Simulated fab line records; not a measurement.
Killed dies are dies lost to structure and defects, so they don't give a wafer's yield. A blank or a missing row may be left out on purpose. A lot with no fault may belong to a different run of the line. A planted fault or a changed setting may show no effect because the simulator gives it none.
fab line records    flow nandHarc
record lots=15  wafers=42  lastDay=24
route steps=1159 shown P_GATE@200 P_CONTACT@218
lots that met no fault: from a run of the same line without faults
startH: start of the lot's first displayed wafer, in hours after the record's first day    waitH: hours elapsed since this lot's preceding step    " identical to the entry in the row above    L1.1+2: a row that stands for several wafers    - either no value or no given start    * or withheld: withheld    < > ~ a bound
route shown NAME@n: names a module that has steps shown in the file, with the first one's number in the route    usual: mean/standard deviation taken from wafers without a fault    same: alike in all rows    chamber/n: place in a boat    sites: each site's reading    _std_site: standard deviation of those values    _edge_site: mean of outer sites minus mean of inner sites    radiusMm: how far each site lies from the wafer's centre    mask NAME#n: copy n    behind: the last tool/chamber to shape the wafer    hold: cause of the lot's hold/its duration in hours/its outcome    device: whichever transistor did not switch (one of n, p or np)    end of line: at the end of the route, the tests of the same wafers    a step with no rows: only its recipe    killed: not the wafer's yield, but the dies lost to structure and defects at the first sort    map: shows each die of a wafer: x if killed, . if not, _ if none is there
set.NAME: the setting as run; set.NAME@STEP: as run at that earlier step    model.NAME: the simulator's own value behind a step, which no gauge read
one table for each step of the route and one row for each wafer, over a sample of lots
services: a tool's chamber out of use, with start hour (startH, from the record's first day; less than 0 if before it), hours out, and reason
## steps
# step NHARC_P_GATE_CD_MEAS_91
# recipe targetCdNm=2000  landingEnergyEv=500
# usual cdNm=2000.2/1.5
lot.wafer  tool      chamber  startH  waitH  cdNm
L646.1     cdSem-01  0        107.26  -      1999.7
L646.2     "         0        "       "      2000.0
L646.6     "         0        "       "      2001.3
L647.1     cdSem-02  0        107.91  -      1999.9
L647.2     "         0        "       "      1999.7
L647.6     "         0        "       "      2000.7
L650.2     cdSem-03  0        122.41  -      1999.9
L650.5     "         0        "       "      1999.4
L651.3     cdSem-02  0        138.58  -      2000.0
L651.6     "         0        "       "      2000.0
L652.5     cdSem-01  0        142.38  -      2000.9
L652.6     "         0        "       "      2000.2
L660.2     cdSem-03  0        180.52  -      1999.8
L660.4     "         0        "       "      2000.7
L660.6     "         0        "       "      1999.8
L659.1     cdSem-02  0        185.34  -      1999.7
L659.3     "         0        "       "      1998.8
L659.5     "         0        "       "      2001.1
L661.4     cdSem-02  0        196.51  -      2002.2
L661.5     "         0        "       "      2001.1
L661.6     "         0        "       "      2000.6
L662.2     cdSem-02  0        203.33  -      2001.4
L662.4     "         0        "       "      2001.6
L662.6     "         0        "       "      1999.6
L665.1     cdSem-01  0        213.97  -      1999.7
L665.2     "         0        "       "      2001.9
L665.3     "         0        "       "      2001.0
L664.1     cdSem-01  0        215.27  -      2002.1
L664.3     "         0        "       "      2001.8
L664.5     "         0        "       "      2002.3
L667.3     cdSem-03  0        225.78  -      2000.2
L667.5     "         0        "       "      2003.7
L667.6     "         0        "       "      2002.3
L666.3     cdSem-03  0        226.01  -      1999.6
L666.4     "         0        "       "      2002.7
L666.6     "         0        "       "      2000.6
L668.1     cdSem-02  0        241.59  -      1999.7
L668.4     "         0        "       "      1998.9
L668.6     "         0        "       "      2000.7
L669.1     cdSem-02  0        241.85  -      2001.2
L669.2     "         0        "       "      2000.5
L669.6     "         0        "       "      2001.7
# step NHARC_P_CONTACT_DEP_00
# recipe targetThkA=5000  tempC=400  pressureTorr=6.5  rfW=900  teosFlowSccm=161.4  flowSccm=2650  targetThkNm=500  gas=O2  material=SiO2
# usual heaterPowerW=556/76  showerheadVppV=1863/120  throttleValvePct=15.8/0.52
lot.wafer  tool      chamber  startH  waitH  heaterPowerW  showerheadVppV  throttleValvePct
L646.1     pecvd-04  1        -       -      693           1994            16.2
L646.2     "         2        "       "      554           1677            15.5
L646.6     "         1        "       "      713           1969            16.1
L647.1     pecvd-02  1        -       -      498           1919            16.2
L647.2     "         2        "       "      546           1791            16.3
L647.6     "         0        "       "      563           2073            14.7
L650.2     pecvd-01  0        -       -      539           1800            14.9
L650.5     "         2        "       "      487           1721            15.7
L651.3     pecvd-02  1        -       -      479           1894            15.8
L651.6     "         2        "       "      459           1781            16.4
L652.5     pecvd-02  0        -       -      578           2047            15.1
L652.6     "         1        "       "      541           1893            15.7
L660.2     pecvd-02  0        -       -      620           2103            15.5
L660.4     "         2        "       "      566           1786            16.2
L660.6     "         0        "       "      627           2099            15.5
L659.3     pecvd-01  1        -       -      592           1942            16.0
L659.1     "         0        "       "      522           1787            15.6
L659.5     "         0        "       "      534           1776            15.1
L661.4     pecvd-01  1        -       -      546           1967            16.1
L661.5     "         2        "       "      471           1739            15.9
L661.6     "         0        "       "      471           1815            15.2
L662.2     pecvd-01  2        -       -      476           1746            15.5
L662.4     "         0        "       "      533           1759            15.2
L662.6     "         2        "       "      489           1752            15.9
L665.1     pecvd-01  0        -       -      489           1786            15.0
L665.2     "         1        "       "      512           1958            16.0
L665.3     "         2        "       "      434           1766            15.5
L664.1     pecvd-01  2        -       -      486           1745            15.8
L664.3     "         1        "       "      547           1939            16.1
L664.5     "         0        "       "      561           1780            15.5
L667.3     pecvd-01  2        -       -      495           1773            16.0
L667.6     "         0        "       "      516           1798            15.1
L667.5     "         1        "       "      583           1959            15.7
L666.3     pecvd-04  0        -       -      600           1931            16.6
L666.6     "         1        "       "      686           1981            15.5
L666.4     "         2        "       "      495           1707            15.5
L668.1     pecvd-04  0        -       -      612           1954            16.5
L668.6     "         2        "       "      554           1652            15.6
L668.4     "         0        "       "      660           1915            16.6
L669.2     pecvd-02  2        -       -      541           1794            16.5
L669.1     "         0        "       "      680           2080            15.2
L669.6     "         0        "       "      707           2091            15.3
# step NHARC_P_CONTACT_SOFTBAKE_07
# recipe tempC=105  timeS=55
# usual chillPlateTempC=22.97/0.1  heaterPowerTotalW=188.45/0.14
lot.wafer  tool           chamber  startH  waitH  chillPlateTempC  heaterPowerTotalW
L646.1     lithoTrack-01  0        111     -      22.84            188.70
L646.2     "              0        "       "      23.01            188.33
L646.6     "              0        "       "      22.90            188.23
L647.1     lithoTrack-01  0        112     -      23.01            188.27
L647.2     "              0        "       "      22.97            188.45
L647.6     "              0        "       "      23.12            188.45
L650.2     lithoTrack-01  0        126     -      23.01            188.44
L650.5     "              0        "       "      23.08            209.63
L651.3     lithoTrack-01  0        142     -      22.94            188.69
L651.6     "              0        "       "      23.03            209.43
L652.5     lithoTrack-01  0        146     -      22.85            209.41
L652.6     "              0        "       "      22.70            209.44
L660.2     lithoTrack-04  0        184     -      22.78            188.44
L660.4     "              0        "       "      22.85            188.37
L660.6     "              0        "       "      22.87            188.35
L659.1     lithoTrack-04  0        189     -      23.07            188.30
L659.3     "              0        "       "      23.05            188.52
L659.5     "              0        "       "      22.99            188.58
L661.4     lithoTrack-06  0        200     -      22.98            188.44
L661.5     "              0        "       "      22.95            188.53
L661.6     "              0        "       "      22.85            188.33
L662.2     lithoTrack-06  0        208     -      22.88            188.44
L662.4     "              0        "       "      23.02            188.75
L662.6     "              0        "       "      22.93            188.60
L665.1     lithoTrack-06  0        218     -      23.32            188.49
L665.2     "              0        "       "      23.17            188.37
L665.3     "              0        "       "      23.04            188.30
L664.1     lithoTrack-01  0        219     -      23.09            188.34
L664.3     "              0        "       "      22.90            188.41
L664.5     "              0        "       "      23.01            188.27
L667.3     lithoTrack-06  0        230     -      23.01            188.48
L667.5     "              0        "       "      23.02            188.35
L667.6     "              0        "       "      23.03            188.79
L666.3     lithoTrack-04  0        231     -      22.97            188.43
L666.4     "              0        "       "      22.97            188.51
L666.6     "              0        "       "      23.01            188.74
L668.1     lithoTrack-01  0        245     -      23.05            188.29
L668.4     "              0        "       "      22.82            188.50
L668.6     "              0        "       "      22.77            188.46
L669.1     lithoTrack-01  0        246     -      23.20            188.32
L669.2     "              0        "       "      23.00            188.47
L669.6     "              0        "       "      22.93            188.52
# step NHARC_P_CONTACT_OVL_MEAS_13
# usual overlayXNm=-0.3/0.77  overlayYNm=0.0/0.95
lot.wafer  tool        chamber  startH  waitH  overlayXNm  overlayYNm
L646.1     overlay-01  -        112.15  -      -1.3        0.8
L646.2     "           -        "       "      -1.4        0.5
L646.6     "           -        "       "      -1.2        0.3
L647.1     overlay-02  -        112.68  -      -0.2        0.0
L647.2     "           -        "       "      -0.5        0.5
L647.6     "           -        "       "      0.0         0.0
L650.2     overlay-02  -        127.04  -      -0.5        -0.1
L650.5     "           -        "       "      -1.5        -0.3
L651.3     overlay-02  -        143.51  -      -0.8        0.0
L651.6     "           -        "       "      -1.3        0.0
L652.5     overlay-02  -        147.06  -      -0.2        -0.8
L652.6     "           -        "       "      -0.5        -1.6
L660.2     overlay-02  -        185.19  -      -1.0        1.4
L660.4     "           -        "       "      -0.9        1.5
L660.6     "           -        "       "      -0.9        1.5
L659.1     overlay-02  -        190.25  -      0.1         -0.3
L659.3     "           -        "       "      0.6         0.5
L659.5     "           -        "       "      0.4         0.7
L661.4     overlay-01  -        201.25  -      0.4         -2.5
L661.5     "           -        "       "      0.3         -1.8
L661.6     "           -        "       "      0.0         -2.1
L662.2     overlay-01  -        209.26  -      0.5         -0.5
L662.4     "           -        "       "      -0.1        -1.1
L662.6     "           -        "       "      0.5         -0.7
L665.1     overlay-02  -        218.89  -      -0.4        0.4
L665.2     "           -        "       "      -0.7        0.4
L665.3     "           -        "       "      -0.9        0.3
L664.1     overlay-02  -        219.99  -      -1.6        1.3
L664.3     "           -        "       "      -1.1        1.5
L664.5     "           -        "       "      -0.6        1.4
L667.3     overlay-01  -        231.30  -      -0.8        0.2
L667.5     "           -        "       "      -1.2        0.4
L667.6     "           -        "       "      -0.8        0.5
L666.3     overlay-01  -        231.70  -      0.0         -1.5
L666.4     "           -        "       "      0.6         -1.5
L666.6     "           -        "       "      0.0         -1.3
L668.1     overlay-02  -        246.43  -      0.0         -0.9
L668.4     "           -        "       "      -0.3        -0.6
L668.6     "           -        "       "      0.0         -0.1
L669.1     overlay-02  -        246.89  -      -0.4        0.1
L669.2     "           -        "       "      -0.1        -0.1
L669.6     "           -        "       "      -0.1        -0.2
## services
tool           chamber  startH  hours  kind
lithoTrack-01  -        93.00   7.0    pm
lithoTrack-06  -        117.00  7.0    pm
lithoTrack-04  -        141.00  7.0    pm
pecvd-02       -        153.43  13.0   pm
pecvd-02       0        153.43  13.0   ventCycle
pecvd-02       1        153.43  13.0   ventCycle
pecvd-02       2        153.43  13.0   ventCycle
pecvd-04       0        158.15  4.9    repair
pecvd-02       0        166.43  -      clean
pecvd-02       1        166.43  -      clean
pecvd-02       2        166.43  -      clean
pecvd-04       -        195.09  13.0   pm
pecvd-04       0        195.09  13.0   ventCycle
pecvd-04       1        195.09  13.0   ventCycle
pecvd-04       2        195.09  13.0   ventCycle
pecvd-04       0        208.09  -      clean
pecvd-04       1        208.09  -      clean
pecvd-04       2        208.09  -      clean
pecvd-01       -        237.19  13.0   pm
pecvd-01       0        237.19  13.0   ventCycle
pecvd-01       1        237.19  13.0   ventCycle
pecvd-01       2        237.19  13.0   ventCycle
## key
firstSign step=NHARC_P_CONTACT_SOFTBAKE_07  reading=heaterPowerTotalW  direction=up  sigmas=99+  usual=*  struck=*
effect none on later readings
metAt NHARC_P_CONTACT_SOFTBAKE_07
struckLots L650,L651,L652
struckWafers L650.5,L651.6,L652.5,L652.6
testerLeftOut L650,L651,L652
notActingAt NHARC_P_GATE_CD_MEAS_91,NHARC_P_CONTACT_DEP_00,NHARC_P_CONTACT_OVL_MEAS_13
fault kind=processParameterDrift  tool=lithoTrack-01  chamber=-  onsetH=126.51  steps=NHARC_P_CONTACT_SOFTBAKE_07  channel=timeS  offset=*  shape=step  endH=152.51  scope=struckWafersOnly  actsIn=*  stated=*
# testerLeftOut: of these lots the tester's yield and bins aren't shown, on N5 and GAA mostly nor the transistor test; their killed dies are dies lost to structure and defects alone, not to doping, threshold or leakage, so they don't give the yield
